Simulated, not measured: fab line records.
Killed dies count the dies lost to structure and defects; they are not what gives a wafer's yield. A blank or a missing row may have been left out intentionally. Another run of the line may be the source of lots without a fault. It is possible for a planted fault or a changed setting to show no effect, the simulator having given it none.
fab line records | flow nand-harc
record lots=6 | wafers=18 | last-day=24
route steps=1159 shown A_WL_FILL@817 END@1159
lots untouched by any fault: they come from a run of this same line in which no faults occurred
start-h: the number of hours between the record's first day and the start of the first shown wafer of the lot | wait-h: how many hours have passed since the lot's step before this one | " identical to the entry in the row above | L1.1+2: a single row standing in for several wafers | - value missing, or start not given | * or withheld: withheld | < > ~ a bound
route shown NAME@n: NAME is a module with steps in the file, n the number in the route of the first one | usual: the fault-free wafers' mean and standard deviation | same: alike in all rows | chamber/n: place in a boat | sites: the reading at each site | _std_site: standard deviation across them | _edge_site: inner sites' mean taken away from outer sites' mean | radius-mm: how far each site lies from the wafer's centre | mask NAME#n: copy n | behind: the last tool/chamber to shape the wafer | hold: why the lot went on hold/how many hours it stayed there/how the hold came to an end | device: names the non-switching transistor (n, p or np) | end of line: at the end of the route, the tests of the same wafers | for a step that has no rows: nothing shown but its recipe | killed: count of dies lost to structure and defects at first sort (not the wafer's yield) | map: shows each die of a wafer: x if killed, . if not, _ if none is there
set.NAME: the setting that was run; set.NAME@STEP: the one run at that earlier step | model.NAME: the simulator's own value behind a step, which no gauge read
lots at selected steps of the route; one table per step, one row per wafer
services: the hour from which a tool's chamber was out of use, counted from the record's first day as start-h (under 0 if before that day), plus the number of hours and why
## steps
# step NHARC_A_WL_FILL_STRIP_28
# recipe time-s=1200 | temp-c=72.5 | chemistry=post-etch-residue-remover
# step NHARC_A_WL_FILL_PRECLEAN_06
# recipe time-s=300 | chemistry=DIW
# step NHARC_A_WL_FILL_SRD_07
# step NHARC_A_WL_FILL_ANNEAL_08
# recipe temp-c=450 | time-s=1800
# step NHARC_A_WL_FILL_ALD_10
# recipe target-thk-a=500 | pulse-time-s=10 | ald-cycles=500 | temp-c=300 | material=SiO2
# usual heater-power-w=482/45 | precursor-pulse-height-rel=1.000/0.018
# same pulse-time-s=10
lot.wafer | tool      | chamber | start-h | wait-h | heater-power-w | precursor-pulse-height-rel
L743.3    | ald-hk-01 | 1       | 394.63  | 0.1    | 438            | 1.009
L743.4    | "         | 2       | "       | "      | 457            | 0.987
L743.6    | "         | 2       | 397.19  | 2.6    | 454            | 0.985
L742.3    | ald-hk-02 | 3       | 403.81  | 0.6    | 463            | 1.014
L742.4    | "         | 0       | "       | "      | 605            | 1.018
L742.5    | "         | 2       | 405.37  | 2.1    | 461            | 1.023
L751.2    | ald-hk-02 | 3       | 439.01  | 0.6    | 463            | 0.995
L751.1    | "         | 0       | "       | "      | 603            | 1.013
L751.4    | "         | 1       | "       | "      | 505            | 1.001
L753.1    | ald-hk-01 | 0       | 444.36  | 0.1    | 452            | 1.007
L753.2    | "         | 1       | "       | "      | 426            | 1.000
L753.3    | "         | 2       | "       | "      | 471            | 0.989
L752.2    | ald-hk-02 | 2       | 445.30  | 1.1    | 446            | 0.987
L752.5    | "         | 0       | 446.31  | 2.1    | 592            | 0.998
L752.6    | "         | 1       | "       | "      | 490            | 1.010
L758.3    | ald-hk-02 | 0       | 473.11  | 0.6    | 544            | 0.995
L758.1    | "         | 1       | "       | "      | 517            | 0.997
L758.5    | "         | 0       | 475.18  | 2.6    | 551            | 0.999
# step NHARC_A_WL_FILL_ETCHBACK_16
# recipe target-depth-a=880 | time-s=17.6 | c4f8-flow-sccm=withheld | o2-flow-sccm=8 | ar-flow-sccm=withheld | rf-w=600 | bias-w=800 | chemistry=C4F8/O2/Ar
# usual oes-product-au=0.97/0.035 | rf-vpp-V=725/4.4
lot.wafer | tool        | chamber | start-h | wait-h | oes-product-au | rf-hours-counter-h | rf-vpp-V
L743.4    | rie-diel-05 | 0       | -       | -      | 0.94           | 1.9                | 719
L743.3    | "           | 2       | "       | "      | 0.94           | 1.7                | 718
L743.6    | "           | 0       | "       | "      | 0.95           | -                  | 717
L742.3    | rie-diel-08 | 1       | -       | -      | 1.00           | 2.5                | 724
L742.4    | "           | 2       | "       | "      | 0.99           | 2.5                | 723
L742.5    | "           | 3       | "       | "      | 1.01           | -                  | 728
L751.4    | rie-diel-08 | 3       | -       | -      | 0.93           | 3.1                | 728
L751.1    | "           | 0       | "       | "      | 0.91           | 3.1                | 731
L751.2    | "           | 1       | "       | "      | 0.92           | 3.3                | 724
L752.2    | rie-diel-12 | 3       | -       | -      | 1.00           | 4.3                | 727
L752.5    | "           | 0       | "       | "      | 0.99           | -                  | 729
L752.6    | "           | 3       | "       | "      | 1.00           | -                  | 727
L753.3    | rie-diel-08 | 1       | -       | -      | 0.92           | 3.4                | 724
L753.1    | "           | 3       | "       | "      | 0.93           | 3.2                | 727
L753.2    | "           | 0       | "       | "      | 0.93           | 3.2                | 730
L758.3    | rie-diel-08 | 2       | -       | -      | 0.92           | 4.0                | 723
L758.1    | "           | 0       | "       | "      | 0.90           | 3.9                | 731
L758.5    | "           | 3       | "       | "      | 0.92           | -                  | 727
# step NHARC_A_WL_FILL_STRIP_29
# recipe time-s=20 | o2-flow-sccm=500 | ar-flow-sccm=0 | bias-w=0 | chemistry=O2
# usual drypump-motor-current-A=5.7/0.55 | o2-flow-sccm=500.0/1.5 | oes-product-au=0.999/0.008 | rf-vpp-V=57.8/0.89 | showerhead-plenum-p-Torr=3.58/0.15 | throttle-valve-pct=17.037/0.0091
lot.wafer | tool        | chamber | start-h | wait-h | drypump-motor-current-A | o2-flow-sccm | oes-product-au | rf-hours-counter-h | rf-vpp-V | showerhead-plenum-p-Torr | throttle-valve-pct
L743.4    | rie-diel-05 | 3       | 399.36  | 0.1    | 6.4                     | 499.7        | 1.001          | 2.1                | 59.3     | 3.75                     | 17.034
L743.3    | "           | 0       | "       | "      | 4.8                     | 501.0        | 0.991          | 2.0                | 57.9     | 3.32                     | 17.039
L743.6    | "           | 3       | "       | "      | 6.4                     | 501.8        | 1.012          | -                  | 56.7     | 3.75                     | 17.053
L742.3    | rie-diel-08 | 2       | 408.05  | 0.1    | 5.6                     | 499.1        | 0.994          | 2.5                | 58.5     | 3.53                     | 17.049
L742.4    | "           | 0       | "       | "      | 6.2                     | 497.7        | 0.977          | 2.5                | 58.8     | 3.77                     | 17.028
L742.5    | "           | 2       | "       | "      | 5.6                     | 498.2        | 0.983          | -                  | 57.8     | 3.53                     | 17.040
L751.1    | rie-diel-08 | 2       | 443.26  | 0.1    | 5.6                     | 499.2        | 0.989          | 3.3                | 58.9     | 3.53                     | 17.038
L751.4    | "           | 3       | "       | "      | 5.3                     | 501.6        | 1.015          | 3.1                | 56.8     | 3.67                     | 17.039
L751.2    | "           | 0       | "       | "      | 6.2                     | 499.0        | 0.982          | 3.1                | 58.8     | 3.77                     | 17.035
L752.2    | rie-diel-12 | 3       | 448.99  | 0.1    | 5.1                     | 500.1        | 1.004          | 4.3                | 58.4     | 3.69                     | 17.018
L752.5    | "           | 3       | "       | "      | 5.1                     | 500.9        | 1.004          | -                  | 58.0     | 3.69                     | 17.054
L752.6    | "           | 0       | "       | "      | 6.7                     | 501.7        | 1.001          | -                  | 57.9     | 3.78                     | 17.038
L753.2    | rie-diel-08 | 2       | 449.12  | 0.1    | 5.6                     | 499.7        | 0.991          | 3.4                | 58.8     | 3.53                     | 17.043
L753.3    | "           | 3       | "       | "      | 5.3                     | 498.9        | 1.015          | 3.2                | 58.2     | 3.67                     | 17.043
L753.1    | "           | 0       | "       | "      | 6.2                     | 499.6        | 0.983          | 3.2                | 57.5     | 3.77                     | 17.038
L758.1    | rie-diel-08 | 0       | 477.33  | 0.1    | 6.2                     | 502.2        | 0.982          | 3.9                | 58.9     | 3.77                     | 17.046
L758.3    | "           | 2       | "       | "      | 5.6                     | 500.6        | 0.995          | 4.0                | 56.7     | 3.53                     | 17.034
L758.5    | "           | 0       | "       | "      | 6.2                     | 502.3        | 1.004          | -                  | 58.3     | 3.77                     | 17.048
# step NHARC_A_WL_FILL_ETCHBACK_17
# recipe target-depth-a=40 | time-s=26.7 | chemistry=Cl2/BCl3
# usual drypump-motor-current-A=5.6/0.48 | oes-product-au=1.001/0.0093
lot.wafer | tool         | chamber | start-h | wait-h | drypump-motor-current-A | oes-product-au | rf-hours-counter-h
L743.4    | rie-metal-03 | 0       | 399.48  | -      | 5.0                     | 1.000          | -
L743.3    | "            | 1       | "       | "      | 6.2                     | 0.996          | -
L743.6    | "            | 0       | "       | "      | 5.0                     | 1.000          | -
L742.4    | rie-metal-02 | 0       | 408.17  | -      | 5.5                     | 1.017          | -
L742.3    | "            | 1       | "       | "      | 5.9                     | 1.004          | -
L742.5    | "            | 0       | "       | "      | 5.5                     | 1.020          | -
L751.2    | rie-metal-03 | 0       | 443.34  | -      | 5.0                     | 1.003          | 4.5
L751.1    | "            | 1       | "       | "      | 6.2                     | 0.999          | 4.5
L751.4    | "            | 0       | "       | "      | 5.0                     | 1.003          | -
L752.2    | rie-metal-01 | 0       | 449.10  | -      | 5.3                     | 1.009          | 4.7
L752.6    | "            | 1       | "       | "      | 6.2                     | 1.003          | -
L752.5    | "            | 0       | "       | "      | 5.3                     | 1.000          | -
L753.1    | rie-metal-02 | 0       | 449.21  | -      | 5.5                     | 1.007          | 1.8
L753.2    | "            | 1       | "       | "      | 6.0                     | 1.003          | 1.8
L753.3    | "            | 1       | "       | "      | 6.0                     | 0.993          | -
L758.1    | rie-metal-03 | 1       | 477.43  | -      | 6.2                     | 0.998          | 0.3
L758.3    | "            | 1       | "       | "      | 6.2                     | 0.996          | -
L758.5    | "            | 1       | "       | "      | 6.2                     | 0.989          | -
# step NHARC_A_WL_FILL_PRECLEAN_18
# recipe time-s=30 | chemistry=dHF
# step NHARC_A_WL_FILL_SRD_21
# step NHARC_A_WL_FILL_CVD_23
# recipe target-thk-a=400 | temp-c=620 | pressure-mtorr=200 | time-s=800 | material=poly-Si
# step NHARC_A_WL_FILL_ETCHBACK_26
# recipe target-depth-a=520 | time-s=13.3 | hbr-flow-sccm=150 | rf-w=350 | icp-w=350 | bias-w=60 | chemistry=HBr
# usual drypump-motor-current-A=5.7/0.54 | oes-product-au=0.997/0.0091 | throttle-valve-pct=23.265/0.0097
lot.wafer | tool      | chamber | start-h | wait-h | drypump-motor-current-A | oes-product-au | rf-hours-counter-h | throttle-valve-pct
L743.4    | rie-si-04 | 1       | 404.51  | 0.4    | 4.8                     | 0.991          | 0.9                | 23.264
L743.3    | "         | 2       | "       | "      | 6.6                     | 0.990          | 0.9                | 23.273
L743.6    | "         | 3       | "       | "      | 6.4                     | 0.998          | -                  | 23.263
L742.4    | rie-si-06 | 2       | 413.33  | 0.4    | 5.7                     | 0.998          | 0.3                | 23.252
L742.3    | "         | 0       | "       | "      | 5.9                     | 1.014          | 0.3                | 23.274
L742.5    | "         | 2       | "       | "      | 5.7                     | 0.994          | -                  | 23.246
L751.2    | rie-si-06 | 2       | 448.52  | 0.4    | 5.7                     | 0.912          | 0.7                | 23.270
L751.4    | "         | 3       | "       | "      | 5.8                     | 0.911          | 0.5                | 23.276
L751.1    | "         | 1       | "       | "      | 5.3                     | 1.014          | 0.6                | 23.265
L753.1    | rie-si-06 | 2       | 454.10  | 0.4    | 5.7                     | 1.000          | 0.7                | 23.283
L753.2    | "         | 3       | "       | "      | 5.8                     | 0.904          | 0.6                | 23.272
L753.3    | "         | 0       | "       | "      | 5.9                     | 1.010          | 0.5                | 23.255
L752.2    | rie-si-02 | 0       | 454.11  | 0.4    | 5.5                     | 1.005          | 0.3                | 23.262
L752.5    | "         | 2       | "       | "      | 5.6                     | 1.003          | -                  | 23.276
L752.6    | "         | 3       | "       | "      | 4.8                     | 0.988          | -                  | 23.262
L758.1    | rie-si-04 | 1       | 482.47  | 0.4    | 4.8                     | 0.983          | 0.1                | 23.252
L758.3    | "         | 2       | "       | "      | 6.6                     | 0.987          | 0.1                | 23.269
L758.5    | "         | 1       | "       | "      | 4.8                     | 0.981          | -                  | 23.267
# step NHARC_A_WL_FILL_PRECLEAN_30
# recipe time-s=10 | chemistry=dHF
# step NHARC_END_SORT_01
# recipe temp-c=25
# usual killed-at-array=27/9.3 | killed-at-other=0.9/1.3 | killed-at-periphery=3.6/2.7 | killed-dies=31/9.7 | killed-open=3.3/1.8 | killed-short=2.0/1.5
# same gross-dies=677
lot.wafer | tool      | chamber | start-h | wait-h | killed-at-array | killed-at-other | killed-at-periphery | killed-dies | killed-open | killed-short
L743.3    | prober-02 | 0       | 489.49  | 3.1    | 15              | 0               | 4                   | 19          | 4           | 1
L743.4    | prober-02 | 0       | 490.28  | 3.4    | 15              | 0               | 4                   | 19          | 5           | 2
L743.6    | prober-02 | 0       | 491.85  | 3.9    | 18              | 0               | 4                   | 22          | 4           | 4
L742.3    | prober-02 | 0       | 497.14  | 3.0    | 23              | 0               | 1                   | 24          | 2           | 4
L742.4    | prober-02 | 0       | 497.92  | 3.3    | 32              | 1               | 4                   | 37          | 8           | 0
L742.5    | prober-02 | 0       | 498.70  | 3.6    | 23              | 0               | 4                   | 27          | 5           | 1
L753.1    | prober-02 | 0       | 541.01  | 2.5    | 30              | 0               | 2                   | 32          | 2           | 1
L753.2    | prober-02 | 0       | 541.82  | 2.8    | 39              | 0               | 1                   | 40          | 3           | 1
L753.3    | prober-02 | 0       | 542.63  | 3.1    | 27              | 2               | 3                   | 32          | 2           | 0
L751.1    | prober-01 | 0       | 548.82  | 2.5    | 24              | 1               | 1                   | 26          | 1           | 3
L751.2    | prober-01 | 0       | 549.61  | 2.8    | 30              | 0               | 3                   | 33          | 2           | 3
L751.4    | prober-01 | 0       | 551.20  | 3.4    | 25              | 1               | 1                   | 27          | 1           | 2
L758.1    | prober-02 | 0       | 562.63  | 2.5    | 30              | 0               | 10                  | 40          | 5           | 0
L758.3    | prober-02 | 0       | 564.22  | 3.1    | 35              | 0               | 7                   | 42          | 2           | 2
L758.5    | prober-02 | 0       | 565.81  | 3.7    | 34              | 0               | 6                   | 40          | 5           | 1
# killed by level:class
L743.3 A_STAIRCASE:chamber-film-flake=4 A_CONTACT:chamber-film-flake=4 P_M2:chamber-film-flake=2 A_CHANNEL_FILL_D1:geometric-particle:open=1 A_WL_FILL:geometric-particle:short=1 A_WL_FILL:geometric-particle:open=1 A_CONTACT:geometric-particle:open=1 A_M0:geometric-particle:open=1
L743.4 A_STAIRCASE:chamber-film-flake=4 A_CONTACT:geometric-particle:open=3 A_ONON_D1:geometric-particle:short=2 A_CONTACT:chamber-film-flake=2 A_ONON_D1:geometric-particle:open=1 A_M1:geometric-particle:open=1 P_GATE:chamber-film-flake=1 P_CONTACT:chamber-film-flake=1
L743.6 A_CONTACT:chamber-film-flake=4 A_CHANNEL_HOLE_D1:chamber-film-flake=3 A_WL_FILL:geometric-particle:short=2 P_M2:chamber-film-flake=2 A_M0:chamber-film-flake=2 P_CONTACT:geometric-particle:open=1 A_SOURCE_PLATE:geometric-particle:short=1 A_ONON_D1:geometric-particle:open=1
L742.3 A_CHANNEL_HOLE_D1:chamber-film-flake=10 A_STAIRCASE:chamber-film-flake=3 A_CONTACT:geometric-particle:short=2 A_WL_FILL:chamber-film-flake=2 A_CONTACT:chamber-film-flake=2 A_ONON_D1:geometric-particle:open=1 A_ONON_D1:geometric-particle:short=1 A_CHANNEL_FILL_D1:geometric-particle:short=1
L742.4 A_CHANNEL_HOLE_D1:chamber-film-flake=10 A_STAIRCASE:chamber-film-flake=6 A_WL_FILL:chamber-film-flake=5 A_CONTACT:chamber-film-flake=3 A_WL_FILL:geometric-particle:open=2 A_CONTACT:geometric-particle:open=2 A_M0:geometric-particle:open=2 P_M1:geometric-particle:open=1
L742.5 A_CHANNEL_HOLE_D1:chamber-film-flake=11 A_CONTACT:chamber-film-flake=5 P_M0:geometric-particle:open=3 A_WL_FILL:chamber-film-flake=2 P_M0:geometric-particle:short=1 A_ONON_D1:geometric-particle:open=1 A_CHANNEL_FILL_D1:geometric-particle:open=1 A_CHANNEL_FILL_D1:chamber-film-flake=1
L753.1 A_SLIT:chamber-film-flake=18 A_CHANNEL_HOLE_D1:chamber-film-flake=9 P_CONTACT:geometric-particle:open=1 A_WL_FILL:geometric-particle:short=1 A_CONTACT:geometric-particle:open=1 P_STI:chamber-film-flake=1 A_ZERO_WELL:chamber-film-flake=1
L753.2 A_SLIT:chamber-film-flake=21 A_CHANNEL_HOLE_D1:chamber-film-flake=10 A_CONTACT:chamber-film-flake=3 A_M0:geometric-particle:open=2 A_CHANNEL_HOLE_D1:geometric-particle:short=1 A_CONTACT:geometric-particle:open=1 P_STI:chamber-film-flake=1 A_ZERO_WELL:chamber-film-flake=1
L753.3 A_SLIT:chamber-film-flake=16 A_CHANNEL_HOLE_D1:chamber-film-flake=8 P_STI:chamber-film-flake=2 THIN_TSV:chamber-film-flake=2 P_M0:geometric-particle:open=1 A_M1:geometric-particle:open=1 A_STAIRCASE:chamber-film-flake=1 A_CONTACT:chamber-film-flake=1
L751.1 A_CHANNEL_HOLE_D1:chamber-film-flake=16 A_CHANNEL_FILL_D1:geometric-particle:short=2 A_STAIRCASE:chamber-film-flake=2 A_CONTACT:chamber-film-flake=2 A_WL_FILL:geometric-particle:short=1 A_BLC:geometric-particle:open=1 P_M1:chamber-film-flake=1 THIN_TSV:chamber-film-flake=1
L751.2 A_CHANNEL_HOLE_D1:chamber-film-flake=16 A_STAIRCASE:chamber-film-flake=5 A_CONTACT:chamber-film-flake=4 A_ZERO_WELL:chamber-film-flake=2 P_M0:geometric-particle:open=1 P_M1:geometric-particle:open=1 P_M1:geometric-particle:short=1 A_CHANNEL_FILL_D1:geometric-particle:short=1
L751.4 A_CHANNEL_HOLE_D1:chamber-film-flake=14 A_STAIRCASE:chamber-film-flake=5 A_CONTACT:chamber-film-flake=2 P_CONTACT:geometric-particle:open=1 A_WL_FILL:geometric-particle:short=1 A_CONTACT:geometric-particle:short=1 A_ZERO_WELL:chamber-film-flake=1 A_CHANNEL_FILL_D1:chamber-film-flake=1
L758.1 P_GATE:chamber-film-flake=6 A_CHANNEL_HOLE_D1:chamber-film-flake=5 A_CONTACT:chamber-film-flake=5 A_BONDPAD:chamber-film-flake=5 A_STAIRCASE:chamber-film-flake=4 A_WL_FILL:chamber-film-flake=3 A_CONTACT:geometric-particle:open=2 P_STI:chamber-film-flake=2
L758.3 A_CHANNEL_HOLE_D1:chamber-film-flake=9 A_CONTACT:chamber-film-flake=9 A_STAIRCASE:chamber-film-flake=5 P_STI:chamber-film-flake=4 A_BONDPAD:chamber-film-flake=4 P_BONDPAD:chamber-film-flake=2 A_WL_FILL:chamber-film-flake=2 P_GATE:geometric-particle:short=1
L758.5 A_CONTACT:chamber-film-flake=13 P_GATE:chamber-film-flake=5 A_STAIRCASE:chamber-film-flake=5 A_CHANNEL_HOLE_D1:chamber-film-flake=4 A_WL_FILL:chamber-film-flake=3 A_ONON_D1:geometric-particle:open=2 A_CONTACT:geometric-particle:open=2 A_SGD_CUT:geometric-particle:open=1
## services
tool         | chamber | start-h | hours | kind
rie-si-04    | -       | 378.16  | 0.8   | repair
rie-diel-12  | -       | 379.40  | 9.0   | pm
rie-diel-08  | 0       | 384.30  | -     | clean
rie-diel-08  | 1       | 384.30  | -     | clean
rie-diel-08  | 2       | 384.30  | -     | clean
rie-diel-08  | 3       | 384.30  | -     | clean
rie-diel-05  | 2       | 384.93  | 1.5   | repair
rie-metal-03 | -       | 385.39  | 0.6   | repair
rie-metal-02 | -       | 388.00  | 9.0   | pm
rie-si-02    | -       | 388.00  | 9.0   | pm
ald-hk-01    | -       | 390.47  | 1.4   | repair
rie-metal-01 | 1       | 390.82  | 50.1  | repair
rie-si-06    | 2       | 399.12  | 1.0   | repair
ald-hk-01    | -       | 406.88  | 10.0  | pm
rie-diel-08  | 0       | 408.80  | -     | clean
rie-diel-08  | 1       | 408.80  | -     | clean
rie-si-04    | 3       | 435.09  | 4.5   | repair
rie-diel-12  | 1       | 448.21  | 12.8  | repair
rie-metal-03 | -       | 453.00  | 9.0   | pm
rie-si-04    | -       | 453.00  | 9.0   | pm
rie-metal-01 | -       | 460.73  | 0.6   | repair
rie-metal-01 | -       | 468.39  | 0.4   | repair
rie-metal-01 | 1       | 472.31  | 5.4   | repair
rie-diel-08  | -       | 478.80  | 9.0   | pm
## key
first-sign step=NHARC_A_WL_FILL_ETCHBACK_26 | reading=oes-product-au | direction=down | sigmas=9.7 | usual=0.997 | struck=0.909
effect none on later readings
met-at NHARC_A_WL_FILL_ETCHBACK_26
struck-wafers L751.2,L751.4,L753.2
tester-left-out L751,L753
onset-between 413.33 448.52
fault kind=process-parameter-drift | tool=rie-si-06 | chamber=- | onset-h=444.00 | steps=NHARC_A_WL_FILL_ETCHBACK_26 | channel=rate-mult | offset=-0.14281 | shape=step | end-h=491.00 | scope=struck-wafers-only
# tester-left-out: of these lots the tester's yield and bins aren't shown, on N5 and GAA mostly nor the transistor test; their killed dies are dies lost to structure and defects alone, not to doping, threshold or leakage, so they don't give the yield
